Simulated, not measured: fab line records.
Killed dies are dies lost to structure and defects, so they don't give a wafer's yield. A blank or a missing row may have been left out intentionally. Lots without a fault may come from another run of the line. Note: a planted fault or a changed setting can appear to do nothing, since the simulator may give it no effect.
fab line records	flow nandHarc
record lots=11	wafers=33	lastDay=25
route steps=1159 shown P_STI@88 P_GATE@124 END@1159
lots that met no fault: taken from a fault-free run of the same line
startH: hours from the record's opening day to when the first of the lot's shown wafers began	waitH: hours from the lot's prior step to this one	" same as the row above	L1.1+2: a single row standing in for several wafers	- no value, or no start given	* or withheld: withheld	< > ~ a bound
route shown NAME@n: a module of which the file shows steps, and the number in the route of the first	usual: mean and standard deviation over wafers with no fault	same: alike in all rows	chamber/n: place in a boat	sites: per-site readings	_std_site: how widely they spread, as a standard deviation	_edge_site: the outer-site mean with the inner-site mean subtracted	radiusMm: for every site, how far away it sits from the centre of the wafer	mask NAME#n: copy n	behind: tool/chamber where the wafer was last shaped	hold: why the lot went on hold/how many hours it stayed there/how the hold came to an end	device: the n, p or np transistor that did not switch	end of line: the same wafers' tests at the end of the route	where a step has no rows: the recipe by itself	killed: count of dies lost to structure and defects at first sort (not the wafer's yield)	map: a wafer's dies, marking killed ones x, the rest . and places with no die _
set.NAME: the setting that was run; set.NAME@STEP: the one run at that earlier step	model.NAME: the simulator's own value behind a step, which no gauge read
route steps across a sampled set of lots; one table per step, one row per wafer
services: a tool's chamber out of use, with start hour (startH, from the record's first day; less than 0 if before it), hours out, and reason
## steps
# step NHARC_P_STI_ETCH_42
# recipe targetDepthA=800	overetchA=240	timeS=61	ionEnergyEv=200	n2FlowSccm=150	h2FlowSccm=150	arFlowSccm=0	rfW=400	biasW=150	chemistry=N2/H2
# usual drypumpMotorCurrentA=5.8/0.52	n2FlowSccm=149.9/0.47	oesProductAu=0.999/0.01	rfVppV=431.7/2.9	showerheadPlenumPTorr=2.09/0.11	throttleValvePct=14.171/0.0093
# same timeS=61
lot.wafer	tool	chamber	startH	waitH	drypumpMotorCurrentA	n2FlowSccm	oesProductAu	rfHoursCounterH	rfVppV	showerheadPlenumPTorr	throttleValvePct
L103.1	rieDiel-09	1	38.20	0.1	5.3	149.5	1.005	1.3	434.5	2.17	14.182
L103.2	"	2	"	"	6.5	150.0	1.008	3.3	434.8	2.20	14.168
L103.4	"	0	"	"	5.6	150.4	1.006	-	434.9	2.21	14.161
L105.3	rieDiel-09	1	54.85	0.1	5.2	150.9	1.003	2.0	434.5	2.17	14.169
L105.1	"	2	"	"	6.5	150.3	0.996	4.0	434.6	2.20	14.176
L105.6	"	1	"	"	5.2	150.6	1.011	-	433.6	2.17	14.164
L107.4	rieDiel-03	2	62.23	0.1	6.3	149.3	0.999	0.5	434.1	2.21	14.163
L107.1	"	3	"	"	5.8	151.0	0.988	0.5	427.3	1.93	14.182
L107.6	"	1	"	"	6.0	149.3	0.991	-	434.6	2.14	14.180
L106.3	rieDiel-09	2	62.39	0.1	6.5	149.0	1.000	4.1	435.3	2.20	14.153
L106.4	"	3	"	"	6.0	150.1	1.000	3.3	429.1	1.99	14.170
L106.5	"	2	"	"	6.5	149.5	1.011	-	434.9	2.20	14.153
L110.3	rieDiel-03	0	84.43	0.1	4.8	149.2	1.010	1.1	429.3	1.93	14.170
L110.2	"	3	"	"	5.8	150.0	0.991	1.1	426.2	1.93	14.161
L110.5	"	0	"	"	4.8	150.3	1.010	-	429.2	1.93	14.170
L115.1	rieDiel-03	0	113.56	0.1	4.7	149.8	1.014	2.1	426.6	1.93	14.177
L115.3	"	2	"	"	6.2	151.0	1.018	1.8	434.2	2.21	14.176
L115.5	"	0	"	"	4.7	150.6	1.001	-	428.4	1.93	14.158
L118.2	rieDiel-03	0	132.70	0.1	4.7	150.5	1.000	2.7	427.7	1.93	14.163
L118.1	"	3	"	"	5.8	150.3	0.986	2.5	428.0	1.93	14.168
L118.6	"	1	"	"	6.0	149.4	0.984	-	435.1	2.14	14.176
L120.2	rieDiel-03	2	144.28	0.1	6.3	149.9	1.006	2.6	434.9	2.21	14.170
L120.4	"	1	"	"	6.0	150.0	0.991	3.2	433.4	2.14	14.157
L120.5	"	2	"	"	6.2	150.0	1.001	-	435.9	2.21	14.178
L121.4	rieDiel-09	2	149.16	0.1	6.5	149.9	0.986	1.6	432.8	2.20	14.183
L121.5	"	1	"	"	5.2	149.9	1.012	-	433.1	2.17	14.173
L121.6	"	2	"	"	6.5	150.6	0.975	-	433.5	2.20	14.173
L122.3	rieDiel-03	2	159.66	0.1	6.2	149.6	1.009	3.1	434.1	2.21	14.174
L122.4	"	2	"	"	6.2	149.5	1.005	-	434.6	2.21	14.191
L122.5	"	3	"	"	5.7	149.9	0.979	-	427.3	1.93	14.172
L124.3	rieDiel-09	1	170.58	0.1	5.2	150.4	1.013	2.2	433.4	2.17	14.184
L124.5	"	1	"	"	5.3	149.5	1.017	-	434.1	2.17	14.170
L124.6	"	2	"	"	6.5	149.6	0.990	-	433.9	2.20	14.160
# step NHARC_P_STI_ETCH_15
# recipe targetDepthA=3000	taperDeg=4	timeS=100.1	hbrFlowSccm=150	cl2FlowSccm=50	rfW=400	icpW=400	biasW=100	chemistry=HBr/Cl2
# usual drypumpMotorCurrentA=5.7/0.52	oesProductAu=1.000/0.0087	throttleValvePct=26.406/0.0092
# same timeS=100.1
lot.wafer	tool	chamber	startH	waitH	drypumpMotorCurrentA	oesProductAu	rfHoursCounterH	throttleValvePct
L103.1	rieSi-03	1	38.41	-	5.7	0.996	0.5	26.414
L103.2	"	3	"	"	4.9	0.987	0.2	26.398
L103.4	"	0	"	"	5.7	0.995	0.4	26.420
L105.3	rieSi-01	2	55.08	-	6.2	0.996	0.7	26.405
L105.1	"	0	"	"	6.7	1.008	0.7	26.412
L105.6	"	2	"	"	6.2	1.009	-	26.388
L107.1	rieSi-03	1	62.40	-	5.8	1.011	0.7	26.406
L107.4	"	2	"	"	5.7	0.998	0.6	26.396
L107.6	"	2	"	"	5.7	1.000	-	26.401
L106.4	rieSi-01	0	62.58	-	6.7	1.006	0.8	26.410
L106.3	"	3	"	"	5.5	0.999	0.7	26.410
L106.5	"	0	"	"	6.7	1.006	-	26.399
L110.2	rieSi-05	3	84.64	-	5.2	1.015	0.1	26.420
L110.3	"	0	"	"	5.5	1.001	0.1	26.404
L110.5	"	2	"	"	5.2	1.006	-	26.408
L115.3	rieSi-01	0	113.76	-	6.7	0.997	1.2	26.415
L115.1	"	1	"	"	5.1	0.979	1.3	26.413
L115.5	"	3	"	"	5.5	0.995	-	26.406
L118.1	rieSi-05	3	132.91	-	5.2	1.012	0.5	26.403
L118.2	"	0	"	"	5.4	1.014	0.4	26.406
L118.6	"	2	"	"	5.2	0.989	-	26.400
L120.4	rieSi-01	2	144.48	-	6.2	1.004	0.0	26.397
L120.2	"	0	"	"	6.7	1.003	0.0	26.400
L120.5	"	3	"	"	5.5	0.980	-	26.410
L121.4	rieSi-01	3	149.37	-	5.4	0.984	0.1	26.420
L121.6	"	1	"	"	5.1	0.998	-	26.399
L121.5	"	2	"	"	6.2	1.008	-	26.406
L122.4	rieSi-05	0	159.86	-	5.4	1.017	0.7	26.406
L122.3	"	3	"	"	5.2	1.010	0.7	26.413
L122.5	"	1	"	"	5.7	1.010	-	26.424
L124.3	rieSi-01	2	170.79	-	6.2	0.996	0.3	26.393
L124.6	"	1	"	"	5.1	0.987	-	26.404
L124.5	"	2	"	"	6.2	0.993	-	26.401
# step NHARC_P_GATE_DESCUM_13
# recipe timeS=3	o2FlowSccm=200	arFlowSccm=0	biasPowerW=0	chemistry=O2
# usual drypumpMotorCurrentA=5.7/0.35	oesProductAu=1.001/0.012	rfVppV=58.1/0.83	showerheadPlenumPTorr=1.96/0.05	throttleValvePct=11.312/0.008
# same timeS=3
lot.wafer	tool	chamber	startH	waitH	drypumpMotorCurrentA	oesProductAu	rfHoursCounterH	rfVppV	showerheadPlenumPTorr	throttleValvePct
L103.1	rieDiel-04	3	77.51	-	5.8	1.012	48	57.5	1.92	11.298
L103.2	"	1	"	"	5.6	1.000	44	55.9	2.00	11.309
L103.4	"	2	"	"	6.2	1.016	47	57.9	1.95	11.296
L105.3	rieDiel-02	0	93.40	-	5.5	0.997	20	58.2	1.93	11.325
L105.1	"	1	"	"	5.5	0.993	19	57.5	2.01	11.314
L105.6	"	0	"	"	5.5	1.002	-	58.7	1.93	11.314
L106.4	rieDiel-08	3	100.23	-	6.2	0.996	52	58.1	2.01	11.302
L106.3	"	1	"	"	5.7	1.012	51	57.9	2.05	11.300
L106.5	"	3	"	"	6.2	0.999	-	58.8	2.01	11.301
L107.4	rieDiel-04	2	100.36	-	6.2	1.020	56	58.3	1.95	11.316
L107.1	"	3	"	"	5.8	1.020	55	57.4	1.92	11.313
L107.6	"	2	"	"	6.2	1.026	-	59.0	1.95	11.313
L110.3	rieDiel-08	2	118.01	-	5.5	1.004	53	58.8	2.04	11.321
L110.2	"	1	"	"	5.7	1.003	58	59.0	2.04	11.316
L110.5	"	2	"	"	5.5	1.000	-	56.7	2.04	11.304
L115.3	rieDiel-04	1	151.76	-	5.6	0.997	11	58.9	1.99	11.317
L115.1	"	2	"	"	6.2	0.992	12	58.7	1.94	11.324
L115.5	"	1	"	"	5.6	0.997	-	58.3	1.99	11.312
L118.1	rieDiel-02	2	171.59	-	6.1	0.978	1	56.6	1.88	11.316
L118.2	"	3	"	"	5.1	1.000	1	58.4	1.97	11.313
L118.6	"	1	"	"	5.5	0.993	-	57.6	2.01	11.308
L121.5	rieDiel-08	0	184.40	-	5.2	1.014	-	58.1	1.89	11.310
L121.6	"	2	"	"	5.5	1.003	-	58.2	2.03	11.306
L121.4	"	3	"	"	6.2	0.996	-	58.0	2.00	11.314
L120.2	rieDiel-02	2	184.43	-	6.1	0.992	5	56.7	1.88	11.315
L120.4	"	0	"	"	5.5	0.999	4	56.8	1.92	11.310
L120.5	"	2	"	"	6.1	0.979	-	56.8	1.88	11.301
L122.3	rieDiel-08	1	200.89	-	5.7	1.004	20	57.6	2.04	11.311
L122.4	"	2	"	"	5.5	0.988	26	58.2	2.03	11.312
L122.5	"	0	"	"	5.2	1.017	-	57.9	1.89	11.312
L124.3	rieDiel-04	1	208.26	-	5.6	1.004	36	56.0	1.98	11.310
L124.5	"	1	"	"	5.6	0.999	-	59.0	1.98	11.323
L124.6	"	2	"	"	6.1	0.987	-	59.2	1.93	11.316
# step NHARC_P_GATE_PEB_24
# recipe pebTempC=100	pebTimeS=65
# usual heaterPowerTotalW=156.6/0.42	plateTempC=100.01/0.13
lot.wafer	tool	chamber	startH	waitH	heaterPowerTotalW	plateTempC
L103.1	lithoTrack-06	0	93.49	0.1	156.0	99.91
L103.2	"	0	"	"	156.6	100.06
L103.4	"	0	"	"	156.3	100.01
L105.1	lithoTrack-06	0	109.09	0.1	230.8	-
L105.3	"	0	"	"	230.7	-
L105.6	"	0	"	"	232.2	-
L107.1	lithoTrack-06	0	113.75	0.1	230.9	-
L107.4	"	0	"	"	231.1	-
L107.6	"	0	"	"	230.2	-
L106.3	lithoTrack-04	0	114.73	0.1	156.1	100.00
L106.4	"	0	"	"	156.0	100.23
L106.5	"	0	"	"	156.5	100.01
L110.2	lithoTrack-06	0	132.09	0.1	232.0	-
L110.3	"	0	"	"	231.1	-
L110.5	"	0	"	"	230.6	-
L115.1	lithoTrack-04	0	168.88	0.1	156.5	99.97
L115.3	"	0	"	"	157.0	99.94
L115.5	"	0	"	"	156.6	100.03
L118.1	lithoTrack-06	0	188.07	0.1	156.6	100.27
L118.2	"	0	"	"	156.1	100.18
L118.6	"	0	"	"	156.2	100.24
L121.4	lithoTrack-04	0	198.40	0.0	156.6	99.93
L121.5	"	0	"	"	156.2	99.82
L121.6	"	0	"	"	156.9	99.89
L120.2	lithoTrack-06	0	199.08	0.1	156.8	99.90
L120.4	"	0	"	"	156.2	99.91
L120.5	"	0	"	"	156.7	99.94
L122.3	lithoTrack-06	0	216.42	0.1	156.9	99.82
L122.4	"	0	"	"	156.0	99.96
L122.5	"	0	"	"	156.8	99.80
L124.3	lithoTrack-06	0	222.96	0.0	156.3	100.01
L124.5	"	0	"	"	156.0	99.92
L124.6	"	0	"	"	156.0	99.88
# step NHARC_P_GATE_CD_MEAS_26
# recipe targetCdNm=120	landingEnergyEv=500
# usual cdNm=120.1/0.65
# same landingEnergyEv=500
lot.wafer	tool	chamber	startH	waitH	cdNm
L103.1	cdSem-01	0	93.57	-	121.9
L103.2	"	0	"	"	120.4
L103.4	"	0	"	"	119.7
L105.1	cdSem-02	0	109.17	-	147.3
L105.3	"	0	"	"	147.3
L105.6	"	0	"	"	147.3
L107.1	cdSem-01	0	113.83	-	147.5
L107.4	"	0	"	"	146.8
L107.6	"	0	"	"	148.6
L106.3	cdSem-01	0	114.81	-	119.7
L106.4	"	0	"	"	120.3
L106.5	"	0	"	"	121.4
L110.2	cdSem-03	0	132.17	-	148.3
L110.3	"	0	"	"	148.1
L110.5	"	0	"	"	148.5
L115.1	cdSem-01	0	168.96	-	121.1
L115.3	"	0	"	"	121.1
L115.5	"	0	"	"	120.8
L118.1	cdSem-02	0	188.15	-	119.8
L118.2	"	0	"	"	120.2
L118.6	"	0	"	"	120.6
L121.4	cdSem-02	0	198.49	-	120.8
L121.5	"	0	"	"	120.6
L121.6	"	0	"	"	120.7
L120.2	cdSem-01	0	199.16	-	120.2
L120.4	"	0	"	"	120.3
L120.5	"	0	"	"	120.0
L122.3	cdSem-02	0	216.51	-	119.1
L122.4	"	0	"	"	119.1
L122.5	"	0	"	"	120.4
L124.3	cdSem-02	0	223.05	-	120.1
L124.5	"	0	"	"	120.5
L124.6	"	0	"	"	119.6
# step NHARC_END_SORT_01
# recipe tempC=25
# usual killedAtArray=28/8.6	killedAtOther=0.7/1.2	killedAtPeriphery=3.1/2.3	killedDies=32/8.7	killedOpen=3.2/1.7	killedShort=2.0/1.5
# same grossDies=677
lot.wafer	tool	chamber	startH	waitH	killedAtArray	killedAtOther	killedAtPeriphery	killedDies	killedOpen	killedShort
L107.1	prober-01	0	459.90	2.5	27	0	630	657	6	1
L107.4	prober-01	0	462.30	3.4	16	1	558	575	6	0
L107.6	prober-01	0	463.90	4.0	21	2	633	656	3	2
L105.1	prober-02	0	461.55	4.2	41	1	584	626	7	2
L105.3	prober-02	0	463.16	4.8	33	0	542	575	1	2
L105.6	prober-02	0	465.57	5.7	18	0	634	652	6	4
L110.2	prober-01	0	485.93	2.8	22	0	634	656	2	3
L110.3	prober-01	0	486.72	3.1	26	0	366	392	2	1
L110.5	prober-01	0	488.29	3.6	25	1	618	644	9	0
# killed by level:class
L107.1 P_GATE:areaPeb=626 A_SLIT:chamberFilmFlake=14 A_CONTACT:geometricParticle:open=3 A_STAIRCASE:chamberFilmFlake=2 A_WL_FILL:chamberFilmFlake=2 P_M0:geometricParticle:open=1 A_ONON_D1:geometricParticle:open=1 A_ONON_D1:geometricParticle:short=1
L105.1 P_GATE:areaPeb=580 A_CHANNEL_HOLE_D1:chamberFilmFlake=19 A_SLIT:chamberFilmFlake=10 P_M1:geometricParticle:open=2 A_ONON_D1:geometricParticle:open=2 A_WL_FILL:geometricParticle:open=2 A_ZERO_WELL:chamberFilmFlake=2 A_CHANNEL_FILL_D1:chamberFilmFlake=2
L107.4 P_GATE:areaPeb=552 A_SLIT:chamberFilmFlake=12 P_M0:geometricParticle:open=4 A_ONON_D1:geometricParticle:open=1 A_STAIRCASE:geometricParticle:open=1 P_ZERO_WELL:chamberFilmFlake=1 P_BONDPAD:chamberFilmFlake=1 A_CHANNEL_HOLE_D1:chamberFilmFlake=1
L105.3 P_GATE:areaPeb=539 A_SLIT:chamberFilmFlake=12 A_CHANNEL_HOLE_D1:chamberFilmFlake=10 A_STAIRCASE:chamberFilmFlake=4 P_GATE:chamberFilmFlake=2 A_CHANNEL_FILL_D1:chamberFilmFlake=2 A_CONTACT:chamberFilmFlake=2 P_STI:geometricParticle:short=1
L107.6 P_GATE:areaPeb=629 A_SLIT:chamberFilmFlake=12 A_CHANNEL_HOLE_D1:chamberFilmFlake=6 THIN_TSV:chamberFilmFlake=2 P_STI:geometricParticle:open=1 P_CONTACT:geometricParticle:open=1 P_CONTACT:geometricParticle:short=1 A_CHANNEL_FILL_D1:geometricParticle:open=1
L105.6 P_GATE:areaPeb=626 A_CHANNEL_HOLE_D1:chamberFilmFlake=7 P_GATE:chamberFilmFlake=4 A_M1:geometricParticle:open=3 P_CONTACT:geometricParticle:short=2 A_SLIT:chamberFilmFlake=2 A_CONTACT:chamberFilmFlake=2 P_M0:geometricParticle:short=1
L110.2 P_GATE:areaPeb=622 A_SLIT:chamberFilmFlake=8 A_CHANNEL_HOLE_D1:chamberFilmFlake=4 P_ZERO_WELL:chamberFilmFlake=3 P_STI:chamberFilmFlake=3 P_CONTACT:chamberFilmFlake=3 A_STAIRCASE:chamberFilmFlake=3 P_CONTACT:geometricParticle:short=2
L110.3 P_GATE:areaPeb=355 A_SLIT:chamberFilmFlake=12 P_ZERO_WELL:chamberFilmFlake=8 A_STAIRCASE:chamberFilmFlake=5 A_CHANNEL_HOLE_D1:chamberFilmFlake=4 P_CONTACT:chamberFilmFlake=2 A_ONON_D1:geometricParticle:open=1 A_CONTACT:geometricParticle:open=1
L110.5 P_GATE:areaPeb=615 A_STAIRCASE:chamberFilmFlake=8 A_SLIT:chamberFilmFlake=7 A_CHANNEL_HOLE_D1:chamberFilmFlake=3 A_CONTACT:geometricParticle:open=2 P_CONTACT:geometricParticle:open=1 P_M0:geometricParticle:open=1 A_CHANNEL_HOLE_D1:geometricParticle:open=1
## services
tool	chamber	startH	hours	kind
rieDiel-09	3	27.41	32.0	repair
rieSi-05	1	29.29	13.2	repair
rieDiel-03	-	38.30	9.0	pm
rieDiel-02	-	58.73	0.8	repair
rieSi-05	-	62.00	9.0	pm
rieDiel-09	-	77.10	9.0	pm
rieDiel-08	2	82.16	8.5	repair
rieDiel-02	3	93.50	17.5	repair
rieDiel-04	-	111.92	9.0	pm
lithoTrack-06	-	117.00	7.0	pm
rieDiel-03	2	120.71	3.7	repair
rieDiel-08	-	124.82	9.0	pm
rieSi-01	-	127.02	9.0	pm
rieDiel-08	1	137.29	2.1	repair
rieDiel-02	-	140.44	1.9	repair
lithoTrack-04	-	141.00	7.0	pm
rieDiel-03	2	144.53	4.2	repair
rieDiel-02	-	150.83	9.0	pm
rieDiel-03	1	159.13	3.0	repair
rieSi-01	-	167.44	0.6	repair
rieDiel-04	3	173.13	4.1	repair
rieDiel-08	1	174.15	12.8	repair
rieDiel-04	2	185.68	6.1	repair
rieDiel-03	-	215.30	9.0	pm
## key
firstSign step=NHARC_P_GATE_PEB_24	reading=heaterPowerTotalW	direction=up	sigmas=99+	usual=*	struck=*
effect step=NHARC_P_GATE_CD_MEAS_26	reading=cdNm	direction=up	sigmas=42	usual=120.1	struck=147.8
effect step=NHARC_END_SORT_01	reading=killedAtPeriphery	direction=up	sigmas=99+	usual=3.1	struck=577.7
moreKillsBornAt NHARC_P_GATE_PEB_24@lithoTrack-06=5144
metAt NHARC_P_GATE_PEB_24
struckLots L105,L107,L110
laterRowsLeftOut L105.1,L105.3,L105.6,L107.1,L107.4,L107.6,L110.2,L110.3,L110.5
testerLeftOut L105,L107,L110
notActingAt NHARC_P_STI_ETCH_42,NHARC_P_STI_ETCH_15,NHARC_P_GATE_DESCUM_13
onsetBetween 93.49 109.09
fault kind=processParameterDrift	tool=lithoTrack-06	chamber=-	onsetH=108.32	steps=NHARC_P_GATE_PEB_24	channel=pebTimeS	offset=*	shape=step	endH=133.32	actsIn=*	stated=*
# testerLeftOut: of these lots the tester's yield and bins aren't shown, on N5 and GAA mostly nor the transistor test; their killed dies are dies lost to structure and defects alone, not to doping, threshold or leakage, so they don't give the yield
# laterRowsLeftOut: the simulator's readings of these wafers behind a module that went badly wrong aren't trusted and aren't shown, but for the sort
